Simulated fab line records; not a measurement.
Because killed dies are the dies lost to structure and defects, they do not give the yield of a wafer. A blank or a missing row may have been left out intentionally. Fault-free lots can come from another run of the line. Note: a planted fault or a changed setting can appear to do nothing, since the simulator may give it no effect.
fab line records -- flow n5_finfet
record: lots: 8, wafers: 24, last_day: 19
route steps=1938 shown FIN_SAQP@124 BEOL_M4@1111 PASSIVATION@1936
lots that met no fault: from a run of the same line without faults
start_h: the number of hours between the record's first day and the start of the first shown wafer of the lot -- wait_h: hours from the lot's prior step to this one -- " repeats the value in the row above -- L1.1+2: a row that stands for several wafers -- - no value, or no start given -- * or withheld: withheld -- < > ~ a bound
route shown NAME@n: names a module that has steps shown in the file, with the first one's number in the route -- usual: mean and standard deviation over wafers with no fault -- same: alike in all rows -- chamber/n: place in a boat -- sites: readings site by site -- _std_site: how widely they spread, as a standard deviation -- _edge_site: mean of outer sites minus mean of inner sites -- radius_mm: for every site, how far away it sits from the centre of the wafer -- mask NAME#n: copy n -- behind: the most recent tool/chamber to have shaped the wafer -- hold: the reason the lot was held/the length of the hold in hours/how it ended -- device: the transistor (n, p or np) that didn't switch -- end of line: tests run on the same wafers once the route is complete -- for a step that has no rows: nothing shown but its recipe -- killed: dies that structure and defects cost at the first sort, which is not the same as the wafer's yield -- map: the dies of a wafer, with x for killed, . for not killed, _ for no die there
set.NAME: the setting that was run; set.NAME@STEP: the one run at that earlier step -- model.NAME: the simulator's own value behind a step, which no gauge read
steps of the route over a sample of lots; a table a step, a row a wafer
services: the hour from which a tool's chamber was out of use, counted from the record's first day as start_h (under 0 if before that day), plus the number of hours and why
== steps ==
step: N5_FIN_SAQP_RECESS_75
recipe: chemistry: HF/NH3, target: SiO2, target_depth_a: 144, afs_cycles: 3, temp_c: 30, sublimation_temp_c: 180, sublimation_time_s: 60
usual: drypump_motor_current_A: 5.6/0.62
lot.wafer,tool,chamber,start_h,wait_h,drypump_motor_current_A
L753.1,vapor_etch-01,1,23.89,0.0,5.3
L753.3,vapor_etch-01,1,23.89,0.0,5.3
L753.5,vapor_etch-01,1,23.89,0.0,5.3
L755.1,vapor_etch-01,0,35.82,0.0,6.5
L755.2,vapor_etch-01,1,35.82,0.0,5.3
L755.4,vapor_etch-01,1,35.82,0.0,5.3
L756.2,vapor_etch-01,1,40.63,0.0,5.3
L756.5,vapor_etch-01,0,40.63,0.0,6.5
L756.6,vapor_etch-01,1,40.63,0.0,5.3
L758.1,vapor_etch-01,0,54.57,1.2,6.5
L758.3,vapor_etch-01,1,54.57,1.2,5.3
L758.5,vapor_etch-01,1,54.57,1.2,5.3
L760.2,vapor_etch-01,1,65.64,0.0,5.3
L760.5,vapor_etch-01,0,65.64,0.0,6.5
L760.6,vapor_etch-01,1,65.64,0.0,5.3
L763.2,vapor_etch-02,0,83.00,0.0,4.9
L763.4,vapor_etch-02,0,83.00,0.0,4.9
L763.5,vapor_etch-02,1,83.00,0.0,5.4
L765.2,vapor_etch-01,1,94.71,0.0,5.3
L765.3,vapor_etch-01,1,94.71,0.0,5.3
L765.4,vapor_etch-01,0,94.71,0.0,6.5
L773.1,vapor_etch-02,1,143.51,0.0,5.4
L773.2,vapor_etch-02,0,143.51,0.0,4.9
L773.3,vapor_etch-02,0,143.51,0.0,4.9
step: N5_FIN_SAQP_CD_MEAS_27
recipe: target_cd_nm: 20, landing_energy_ev: 1000, detector: se_inlens, polarity: line
usual: cd_nm: 20.36/0.23
same: landing_energy_ev: 1000
lot.wafer,tool,chamber,start_h,wait_h,cd_nm
L753.1,cd_sem-02,0,25.26,0.1,20.32
L753.3,cd_sem-02,0,25.26,0.1,20.60
L753.5,cd_sem-02,0,25.26,0.1,20.35
L755.1,cd_sem-03,0,37.19,0.1,20.16
L755.2,cd_sem-03,0,37.19,0.1,19.93
L755.4,cd_sem-03,0,37.19,0.1,20.41
L756.2,cd_sem-03,0,41.96,0.1,20.16
L756.5,cd_sem-03,0,41.96,0.1,20.38
L756.6,cd_sem-03,0,41.96,0.1,20.52
L758.1,cd_sem-02,0,55.98,0.1,20.24
L758.3,cd_sem-02,0,55.98,0.1,20.61
L758.5,cd_sem-02,0,55.98,0.1,20.45
L760.2,cd_sem-01,0,66.94,0.1,20.40
L760.5,cd_sem-01,0,66.94,0.1,20.57
L760.6,cd_sem-01,0,66.94,0.1,20.84
L763.2,cd_sem-03,0,84.30,0.1,20.29
L763.4,cd_sem-03,0,84.30,0.1,20.45
L763.5,cd_sem-03,0,84.30,0.1,20.93
L765.2,cd_sem-01,0,96.66,0.1,20.23
L765.3,cd_sem-01,0,96.66,0.1,20.44
L765.4,cd_sem-01,0,96.66,0.1,20.09
L773.1,cd_sem-03,0,145.16,0.1,20.79
L773.2,cd_sem-03,0,145.16,0.1,20.15
L773.3,cd_sem-03,0,145.16,0.1,20.54
step: N5_FIN_SAQP_MANDREL_ETCH_58
recipe: chemistry: HBr/Cl2, target: a-Si, target_depth_a: 450, bt_time_s: 10, stop_on: SiNx, mask_material: SiO2, over_etch_frac: 0.8, time_s: 27, pressure_mtorr: 10, icp_w: 800, bias_w: 75, HBr_flow_sccm: 150, Cl2_flow_sccm: 80, ends: end_point
usual: drypump_motor_current_A: 5.99/0.28, oes_product_au: 0.698/0.012, throttle_valve_pct: 35.52/0.21
lot.wafer,tool,chamber,start_h,wait_h,drypump_motor_current_A,oes_product_au,rf_hours_counter_h,throttle_valve_pct
L753.1,rie_si-04,3,25.79,0.0,5.87,0.686,22,35.63
L753.3,rie_si-04,2,25.79,0.0,6.11,0.715,108,35.55
L753.5,rie_si-04,2,25.79,0.0,6.12,0.710,-,35.53
L755.1,rie_si-02,0,37.49,0.0,5.90,0.698,87,35.74
L755.2,rie_si-02,3,37.49,0.0,5.78,0.686,4,35.90
L755.4,rie_si-02,2,37.49,0.0,5.95,0.677,5,35.74
L756.2,rie_si-04,3,42.27,0.0,5.91,0.685,23,35.62
L756.5,rie_si-04,2,42.27,0.0,6.09,0.718,-,35.54
L756.6,rie_si-04,3,42.27,0.0,5.87,0.697,-,35.63
L758.1,rie_si-04,2,56.31,0.0,6.09,0.704,109,35.58
L758.3,rie_si-04,3,56.31,0.0,5.86,0.688,23,35.63
L758.5,rie_si-04,1,56.31,0.0,6.34,0.700,-,35.25
L760.2,rie_si-05,2,67.13,0.0,6.47,0.699,11,35.73
L760.5,rie_si-05,1,67.13,0.0,5.54,0.717,-,35.19
L760.6,rie_si-05,2,67.13,0.0,6.47,0.702,-,35.73
L763.2,rie_si-04,2,84.49,0.0,6.12,0.702,109,35.55
L763.4,rie_si-04,1,84.49,0.0,6.33,0.695,95,35.24
L763.5,rie_si-04,0,84.49,0.0,5.87,0.690,-,35.48
L765.2,rie_si-02,3,96.85,0.0,5.77,0.701,5,35.91
L765.3,rie_si-02,0,96.85,0.0,5.94,0.694,88,35.75
L765.4,rie_si-02,2,96.85,0.0,5.95,0.690,6,35.73
L773.1,rie_si-04,1,145.42,0.0,6.34,0.701,97,35.25
L773.2,rie_si-04,2,145.42,0.0,6.10,0.678,110,35.60
L773.3,rie_si-04,0,145.42,0.0,5.85,0.661,8,35.54
step: N5_FIN_SAQP_ETCH_69
recipe: chemistry: N2/H2, target: SOC, target_depth_a: 1500, stop_on: SiNx, ion_energy_ev: 100, bias_w: 61, pressure_mtorr: 30, source_w: 850, n2_flow_sccm: 200, h2_flow_sccm: 200
usual: drypump_motor_current_A: 5.8/0.5, oes_product_au: 0.77/0.07, rf_vpp_V: 241.1/1.1, showerhead_plenum_p_Torr: 2.57/0.066, throttle_valve_pct: 17.92/0.15
lot.wafer,tool,chamber,start_h,wait_h,drypump_motor_current_A,oes_product_au,rf_hours_counter_h,rf_vpp_V,showerhead_plenum_p_Torr,throttle_valve_pct
L753.1,rie_diel-01,0,26.34,-,6.5,0.96,3,241.9,2.51,17.65
L753.3,rie_diel-01,3,26.34,-,5.2,0.82,76,241.7,2.58,18.03
L753.5,rie_diel-01,0,26.34,-,6.5,0.96,-,240.5,2.51,17.65
L755.1,rie_diel-04,1,38.12,-,6.2,0.70,211,240.2,2.51,17.93
L755.2,rie_diel-04,2,38.12,-,5.5,0.75,130,241.3,2.55,18.04
L755.4,rie_diel-04,3,38.12,-,5.5,0.68,227,240.8,2.62,18.08
L756.2,rie_diel-04,3,42.80,-,5.5,0.68,229,240.6,2.62,18.07
L756.5,rie_diel-04,1,42.80,-,6.3,0.70,-,239.8,2.51,17.93
L756.6,rie_diel-04,2,42.80,-,5.6,0.74,-,240.8,2.55,18.05
L758.1,rie_diel-04,1,56.89,-,6.2,0.70,218,241.9,2.51,17.96
L758.3,rie_diel-04,3,56.89,-,5.5,0.67,235,242.5,2.62,18.10
L758.5,rie_diel-04,0,56.89,-,6.2,0.69,-,241.8,2.62,17.89
L760.2,rie_diel-04,3,67.66,-,5.5,0.67,239,241.9,2.62,18.10
L760.5,rie_diel-04,3,67.66,-,5.5,0.67,-,243.6,2.62,18.08
L760.6,rie_diel-04,2,67.66,-,5.6,0.74,-,241.2,2.54,18.07
L763.2,rie_diel-05,1,85.02,-,6.6,0.79,113,240.7,2.56,17.71
L763.4,rie_diel-05,3,85.02,-,6.0,0.85,62,240.0,2.47,17.87
L763.5,rie_diel-05,0,85.02,-,5.7,0.85,-,241.3,2.70,17.90
L765.2,rie_diel-04,2,97.38,-,5.6,0.73,151,240.2,2.54,18.09
L765.3,rie_diel-04,3,97.38,-,5.5,0.66,249,242.0,2.61,18.12
L765.4,rie_diel-04,1,97.38,-,6.3,0.69,227,240.7,2.51,17.95
L773.1,rie_diel-01,1,146.08,-,5.6,0.76,157,241.5,2.54,18.03
L773.2,rie_diel-01,2,146.08,-,5.0,0.27,233,241.4,2.60,17.67
L773.3,rie_diel-01,0,146.08,-,6.5,0.34,41,240.5,2.49,17.67
step: N5_FIN_SAQP_SPACER2_ETCHBACK_29
recipe: chemistry: CHF3/O2, mode: anisotropic_etchback, target: SiO2, target_depth_a: 122, time_s: 6.1, pressure_mtorr: 30, source_w: 650, bias_w: 170, Ar_flow_sccm: 200, CHF3_flow_sccm: 50, O2_flow_sccm: 5, ion_energy_ev: 200
usual: drypump_motor_current_A: 5.9/0.43, oes_product_au: 0.77/0.085, rf_vpp_V: 526/4.6, showerhead_plenum_p_Torr: 2.44/0.054, throttle_valve_pct: 19.00/0.15
lot.wafer,tool,chamber,start_h,wait_h,drypump_motor_current_A,oes_product_au,rf_hours_counter_h,rf_vpp_V,showerhead_plenum_p_Torr,throttle_valve_pct
L753.1,rie_diel-05,0,27.27,0.2,5.7,0.90,21,529,2.56,18.93
L753.3,rie_diel-05,3,27.27,0.2,6.0,0.89,39,522,2.36,19.01
L753.5,rie_diel-05,1,27.27,0.2,6.6,0.83,-,519,2.44,18.68
L755.1,rie_diel-05,2,39.12,0.4,6.0,0.77,154,526,2.50,19.12
L755.2,rie_diel-05,0,39.12,0.4,5.7,0.90,26,529,2.56,18.93
L755.4,rie_diel-05,1,39.12,0.4,6.6,0.83,95,520,2.43,18.70
L756.2,rie_diel-04,2,43.70,0.2,5.5,0.75,133,522,2.42,19.14
L756.5,rie_diel-04,1,43.70,0.2,6.2,0.71,-,526,2.39,19.05
L756.6,rie_diel-04,0,43.70,0.2,6.2,0.71,-,532,2.48,18.97
L758.1,rie_diel-04,2,57.83,0.2,5.6,0.73,138,522,2.42,19.15
L758.3,rie_diel-04,3,57.83,0.2,5.5,0.68,235,528,2.48,19.12
L758.5,rie_diel-04,1,57.83,0.2,6.2,0.70,-,527,2.38,19.06
L760.2,rie_diel-04,0,68.36,0.2,6.2,0.70,217,531,2.48,19.01
L760.5,rie_diel-04,3,68.36,0.2,5.5,0.68,-,528,2.48,19.12
L760.6,rie_diel-04,0,68.36,0.2,6.2,0.69,-,531,2.48,19.00
L763.2,rie_diel-05,2,85.65,0.2,6.0,0.75,172,524,2.49,19.15
L763.4,rie_diel-05,0,85.65,0.2,5.7,0.86,44,530,2.55,18.95
L763.5,rie_diel-05,2,85.65,0.2,6.1,0.75,-,525,2.49,19.16
L765.2,rie_diel-01,1,98.02,0.2,5.6,0.79,139,522,2.42,19.02
L765.3,rie_diel-01,2,98.02,0.2,5.0,0.72,214,536,2.48,18.85
L765.4,rie_diel-01,3,98.02,0.2,5.2,0.80,97,517,2.43,19.13
L773.1,rie_diel-04,3,146.84,0.3,5.5,0.96,7,526,2.47,18.75
L773.2,rie_diel-04,0,146.84,0.3,6.2,0.25,246,530,2.47,18.92
L773.3,rie_diel-04,1,146.84,0.3,6.2,0.26,247,526,2.37,18.99
step: N5_FIN_SAQP_CD_MEAS_31
recipe: target_cd_nm: 8, landing_energy_ev: 1000, detector: se_inlens, polarity: line
usual: cd_nm: 8.11/0.21
same: landing_energy_ev: 1000
lot.wafer,tool,chamber,start_h,wait_h,cd_nm
L753.1,cd_sem-01,0,27.46,0.1,8.18
L753.3,cd_sem-01,0,27.46,0.1,7.96
L753.5,cd_sem-01,0,27.46,0.1,8.18
L755.1,cd_sem-01,0,39.31,0.1,8.07
L755.2,cd_sem-01,0,39.31,0.1,8.09
L755.4,cd_sem-01,0,39.31,0.1,8.40
L756.2,cd_sem-03,0,43.90,0.1,8.23
L756.5,cd_sem-03,0,43.90,0.1,8.00
L756.6,cd_sem-03,0,43.90,0.1,8.14
L758.1,cd_sem-01,0,58.02,0.1,7.68
L758.3,cd_sem-01,0,58.02,0.1,8.22
L758.5,cd_sem-01,0,58.02,0.1,8.04
L760.2,cd_sem-01,0,68.56,0.1,7.92
L760.5,cd_sem-01,0,68.56,0.1,8.24
L760.6,cd_sem-01,0,68.56,0.1,8.45
L763.2,cd_sem-03,0,85.85,0.1,8.07
L763.4,cd_sem-03,0,85.85,0.1,8.50
L763.5,cd_sem-03,0,85.85,0.1,7.96
L765.2,cd_sem-01,0,98.21,0.1,7.86
L765.3,cd_sem-01,0,98.21,0.1,8.18
L765.4,cd_sem-01,0,98.21,0.1,7.95
L773.1,cd_sem-02,0,147.04,0.1,8.32
L773.2,cd_sem-02,0,147.04,0.1,7.88
L773.3,cd_sem-02,0,147.04,0.1,7.75
step: N5_FIN_SAQP_INSPECT_40
recipe: inspect_instrument: brightfield, mode: aei
usual: raw_defect_count: 235/83
lot.wafer,tool,chamber,start_h,wait_h,raw_defect_count
L753.1,defect_inspect-01,-,28.05,0.0,181
L753.3,defect_inspect-01,-,28.05,0.0,184
L753.5,defect_inspect-01,-,28.05,0.0,170
L755.1,defect_inspect-01,-,40.02,0.0,266
L755.2,defect_inspect-01,-,40.02,0.0,238
L755.4,defect_inspect-01,-,40.02,0.0,268
L756.2,defect_inspect-02,-,44.67,0.0,215
L756.5,defect_inspect-02,-,44.67,0.0,173
L756.6,defect_inspect-02,-,44.67,0.0,196
L758.1,defect_inspect-02,-,58.60,0.0,200
L758.3,defect_inspect-02,-,58.60,0.0,163
L758.5,defect_inspect-02,-,58.60,0.0,373
L760.2,defect_inspect-01,-,69.14,0.0,304
L760.5,defect_inspect-01,-,69.14,0.0,362
L760.6,defect_inspect-01,-,69.14,0.0,241
L763.2,defect_inspect-01,-,86.49,0.0,333
L763.4,defect_inspect-01,-,86.49,0.0,318
L763.5,defect_inspect-01,-,86.49,0.0,202
L765.2,defect_inspect-01,-,98.79,0.0,290
L765.3,defect_inspect-01,-,98.79,0.0,319
L765.4,defect_inspect-01,-,98.79,0.0,146
L773.1,defect_inspect-02,-,147.72,0.0,313
L773.2,defect_inspect-02,-,147.72,0.0,1947
L773.3,defect_inspect-02,-,147.72,0.0,1937
step: N5_BEOL_M4_RC_MEAS_101
usual: DIBL_N: 36.6/1.3, DIBL_P: 36.4/1.4, IOFF_N: 0.167/0.023, IOFF_P: 0.219/0.029, ION_N: 678/8.7, ION_P: 464/6.4, SS_N: 71.5/0.53, SS_P: 73.4/0.57, VT_N: 248.5/2.8, VT_P: -249/3.1
lot.wafer,tool,chamber,start_h,wait_h,DIBL_N[mV/V],DIBL_P[mV/V],IOFF_N[nA/um],IOFF_P[nA/um],ION_N[uA/um],ION_P[uA/um],SS_N[mV/dec],SS_P[mV/dec],VT_N[mV],VT_P[mV]
L753.1,prober-01,0,185.19,0.0,37.4,37.4,0.195,0.237,697,467,72.2,73.3,243.2,-248
L753.3,prober-01,0,185.19,0.0,37.8,37.4,0.193,0.224,690,465,70.9,72.9,245.4,-249
L753.5,prober-01,0,185.19,0.0,36.8,36.8,0.171,0.216,683,465,71.2,73.5,248.1,-250
L756.2,prober-02,0,193.25,0.2,35.6,34.5,0.152,0.219,676,470,71.3,73.5,247.8,-246
L756.5,prober-02,0,193.25,0.2,37.3,36.0,0.181,0.244,685,472,71.9,73.3,246.9,-247
L756.6,prober-02,0,193.25,0.2,36.9,36.0,0.180,0.244,679,468,71.7,73.9,249.0,-245
L755.1,prober-02,0,196.22,0.0,35.3,33.7,0.136,0.182,658,455,70.3,73.0,255.9,-250
L755.2,prober-02,0,196.22,0.0,34.1,32.7,0.125,0.170,659,458,70.5,72.9,253.4,-250
L755.4,prober-02,0,196.22,0.0,34.1,33.6,0.129,0.179,668,458,70.8,72.8,253.7,-251
L758.1,prober-02,0,201.08,0.0,34.3,33.1,0.125,0.212,660,468,71.6,72.4,254.0,-247
L758.3,prober-02,0,201.08,0.0,35.1,33.8,0.132,0.219,673,475,71.4,72.5,253.4,-249
L758.5,prober-02,0,201.08,0.0,36.7,35.5,0.164,0.256,675,476,73.2,72.3,249.6,-245
L760.2,prober-01,0,233.17,0.2,36.8,37.2,0.144,0.192,676,460,71.5,73.0,251.5,-252
L760.5,prober-01,0,233.17,0.2,36.2,36.7,0.149,0.185,678,460,71.3,73.2,251.0,-256
L760.6,prober-01,0,233.17,0.2,35.3,35.4,0.128,0.163,675,452,71.1,72.7,253.6,-255
L763.2,prober-01,0,283.34,0.2,34.9,34.7,0.144,0.182,674,460,71.2,72.9,250.8,-253
L763.4,prober-01,0,283.34,0.2,36.6,36.5,0.170,0.208,669,458,71.6,73.3,247.6,-249
L763.5,prober-01,0,283.34,0.2,34.6,34.2,0.131,0.178,665,461,70.7,72.7,249.1,-251
L765.2,prober-02,0,290.19,0.2,35.6,34.4,0.148,0.192,673,458,70.7,73.2,250.9,-250
L765.3,prober-02,0,290.19,0.2,36.8,36.1,0.175,0.229,687,468,71.4,73.6,248.2,-248
L765.4,prober-02,0,290.19,0.2,35.9,35.5,0.152,0.214,671,464,71.7,73.0,248.8,-248
L773.1,prober-01,0,334.52,0.0,39.3,37.6,0.193,0.207,689,461,71.7,74.3,245.8,-252
step: N5_PASSIVATION_PROBE_49
usual: defect_limited_yield: 91.6/1.6, killed_at_M0_to_M3: 32/9.7, killed_at_M4_up: 13/4.4, killed_at_contacts: 12/6.5, killed_at_front_end: 38/12, killed_at_other: 3.7/3, killed_dies: 99/18, killed_on_rim: 13/3.9, killed_open: 66/14, killed_short: 32/7.5, sort_bin_5_function: 4.9/1, sort_bin_6_memory: 3.2/0.73, sort_n_pass: 1081/18, sort_yield_pct: 91.6/1.6
same: gross_dies: 1180, killed_at_back_side: 0, sort_bin_4_leakage[%]: 0, sort_bin_8_speed[%]: 0
lot.wafer,tool,chamber,start_h,wait_h,defect_limited_yield[%],killed_at_M0_to_M3,killed_at_M4_up,killed_at_contacts,killed_at_front_end,killed_at_other,killed_dies,killed_on_rim,killed_open,killed_short,sort_bin_5_function[%],sort_bin_6_memory[%],sort_n_pass,sort_yield_pct[%]
L773.1,prober-02,-,449.64,0.0,93.8,15,8,11,39,0,73,6,46,24,4.3,1.5,1107,93.8
L773.2,prober-02,-,449.69,0.1,0.1,23,9,5,1141,1,1179,152,55,23,97.0,2.6,1,0.1
L773.3,prober-02,-,449.74,0.1,0,18,8,5,1148,1,1180,152,37,20,97.8,1.9,0,0
killed by level:class
L773.1 STI_FIN_REVEAL:geometric_particle:open=12 MOL_CONTACT_COAG:geometric_particle:open=8 FIN_SAQP:geometric_particle:open=6 BEOL_M2:geometric_particle:open=5 DUMMY_GATE:geometric_particle:open=4 GATE_CUT:geometric_particle:short=4 FIN_SAQP:geometric_particle:short=3 BEOL_M0_SAQP:geometric_particle:short=3
L773.2 FIN_SAQP:area_etch=1098 FIN_SAQP:geometric_particle:open=12 BEOL_M0_SAQP:geometric_particle:short=10 BEOL_M0_SAQP:geometric_particle:open=9 STI_FIN_REVEAL:geometric_particle:open=7 MOL_CONTACT_COAG:geometric_particle:open=5 DUMMY_GATE:geometric_particle:short=4 GATE_CUT:geometric_particle:open=4
L773.3 FIN_SAQP:area_etch=1121 DUMMY_GATE:geometric_particle:open=6 FIN_SAQP:geometric_particle:short=5 MOL_CONTACT_COAG:geometric_particle:open=4 BEOL_M0_SAQP:geometric_particle:open=3 BEOL_M0_SAQP:geometric_particle:short=3 BEOL_M3:geometric_particle:open=3 STARTING-WAFER:geometric_particle:short=3
== services ==
tool,chamber,start_h,hours,kind
rie_si-05,0,0.68,1.1,repair
rie_diel-01,2,7.11,1.4,repair
rie_diel-01,-,31.91,2.8,pm
vapor_etch-02,-,49.94,14.6,pm
rie_si-02,3,57.00,9.9,repair
rie_diel-04,1,61.26,8.9,repair
rie_diel-04,3,101.78,-,clean
rie_diel-04,3,101.78,-,consumable_replace:focus_ring
rie_diel-04,3,101.78,28.4,scheduled_down
rie_diel-04,3,101.78,28.4,vent_cycle
vapor_etch-01,-,111.37,14.6,pm
rie_diel-04,-,119.54,2.3,repair
rie_diel-05,-,132.88,14.6,pm
rie_si-02,-,142.08,2.8,pm
== key ==
first_sign: step: N5_FIN_SAQP_ETCH_69, reading: oes_product_au, direction: down, sigmas: 6.6, usual: 0.77, struck: 0.30
effect: step: N5_FIN_SAQP_SPACER2_ETCHBACK_29, reading: oes_product_au, direction: down, sigmas: 6.1, usual: 0.77, struck: 0.25
effect: step: N5_FIN_SAQP_INSPECT_40, reading: raw_defect_count, direction: up, sigmas: 21, usual: 235, struck: 1942
effect: step: N5_PASSIVATION_PROBE_49, reading: killed_at_front_end, direction: up, sigmas: 92, usual: 38, struck: 1144
more_kills_born_at: N5_FIN_SAQP_MANDREL_ETCH_58@rie_si-04: 2219
met_at N5_FIN_SAQP_MANDREL_ETCH_58
struck_lots L773
struck_wafers L773.2,L773.3
later_rows_left_out L773.2,L773.3
not_acting_at N5_FIN_SAQP_RECESS_75,N5_FIN_SAQP_CD_MEAS_27,N5_FIN_SAQP_CD_MEAS_31
onset_between 84.49 145.42
fault: kind: process_parameter_drift, tool: rie_si-04, chamber: -, onset_h: 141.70, steps: N5_FIN_SAQP_MANDREL_ETCH_58, channel: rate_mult, offset: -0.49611, shape: step, end_h: 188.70, scope: struck_wafers_only
later_rows_left_out: the simulator's readings of these wafers behind a module that went badly wrong aren't trusted and aren't shown, but for the sort
